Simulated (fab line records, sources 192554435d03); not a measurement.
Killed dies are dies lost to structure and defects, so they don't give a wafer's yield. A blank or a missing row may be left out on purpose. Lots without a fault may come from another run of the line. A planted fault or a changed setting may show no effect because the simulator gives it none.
Chamber matching | flow n5_finfet | N5_BEOL_M3_STRIP_36 on rie_diel-02: 4 sister chambers
The step strips in N2/H2. 22 wafers are shown with their chamber, then 11 later ones without.

WAFERS WITH THEIR CHAMBER
wafer  | chamber | drypump_motor_current_A (A) | throttle_valve_pct (%) | showerhead_plenum_p_Torr (Torr)
L075.1 | 3       | 5.8                         | 23.28                  | 2.63
L075.2 | 2       | 5.1                         | 23.89                  | 2.54
L075.3 | 1       | 5.4                         | 23.43                  | 2.59
L075.4 | 0       | 5.9                         | 22.83                  | 2.69
L075.5 | 0       | 5.9                         | 22.85                  | 2.69
L075.6 | 3       | 5.8                         | 23.31                  | 2.63
L077.1 | 3       | 5.8                         | 23.34                  | 2.63
L077.5 | 0       | 5.9                         | 22.85                  | 2.69
L077.6 | 3       | 5.8                         | 23.31                  | 2.63
L080.2 | 2       | 5.2                         | 23.88                  | 2.54
L080.5 | 1       | 5.4                         | 23.44                  | 2.58
L080.6 | 2       | 5.2                         | 23.91                  | 2.54
L081.1 | 0       | 5.9                         | 22.84                  | 2.69
L081.2 | 1       | 5.4                         | 23.43                  | 2.58
L081.6 | 1       | 5.4                         | 23.45                  | 2.58
L082.2 | 3       | 5.8                         | 23.32                  | 2.62
L082.5 | 1       | 5.4                         | 23.43                  | 2.58
L082.6 | 2       | 5.2                         | 23.90                  | 2.53
L085.3 | 2       | 5.2                         | 23.91                  | 2.53
L085.4 | 3       | 5.8                         | 23.36                  | 2.62
L085.5 | 2       | 5.2                         | 23.90                  | 2.53
L087.3 | 2       | 5.2                         | 23.89                  | 2.53

SIGNATURES (means of the wafers above)
reading                  | chamber 0 | chamber 1 | chamber 2 | chamber 3 | scatter within a chamber
drypump_motor_current_A  | 5.900     | 5.400     | 5.186     | 5.800     | 0.0218
throttle_valve_pct       | 22.8425   | 23.4360   | 23.8971   | 23.3200   | 0.0169
showerhead_plenum_p_Torr | 2.6900    | 2.5820    | 2.5343    | 2.6267    | 0.00462
Rule: a wafer's distance from a chamber is the root of the sum, over the readings, of the square of ((its reading less the chamber's mean) divided by the reading's scatter). The wafer belongs to the nearest chamber; if the next one is less than 2 further off, it can't be placed. The scatter: the root of (the sum of the squares of (reading less its chamber's mean) over the shown wafers, divided by (wafers less chambers)).

WAFERS WITHOUT THEIR CHAMBER
wafer  | drypump_motor_current_A (A) | throttle_valve_pct (%) | showerhead_plenum_p_Torr (Torr)
L087.5 | 5.8                         | 23.35                  | 2.62
L087.6 | 5.9                         | 22.90                  | 2.68
L089.1 | 5.4                         | 23.44                  | 2.58
L089.3 | 5.2                         | 23.92                  | 2.53
L089.6 | 5.4                         | 23.47                  | 2.58
L095.1 | 5.2                         | 23.92                  | 2.53
L095.2 | 5.9                         | 22.87                  | 2.68
L095.3 | 5.8                         | 23.35                  | 2.62
L095.4 | 5.4                         | 23.46                  | 2.57
L095.5 | 5.8                         | 23.34                  | 2.62
L095.6 | 5.2                         | 23.90                  | 2.53

WHICH CHAMBER EACH WENT THROUGH
wafer  | from the rows above | in truth
L087.5 | 3                   | 3
L087.6 | 0                   | 0
L089.1 | 1                   | 1
L089.3 | 2                   | 2
L089.6 | 1                   | 1
L095.1 | 2                   | 2
L095.2 | 0                   | 0
L095.3 | 3                   | 3
L095.4 | 1                   | 1
L095.5 | 3                   | 3
L095.6 | 2                   | 2
Placed correctly: 11 of 11. Can't be placed from these rows: 0. Placed wrongly: 0.
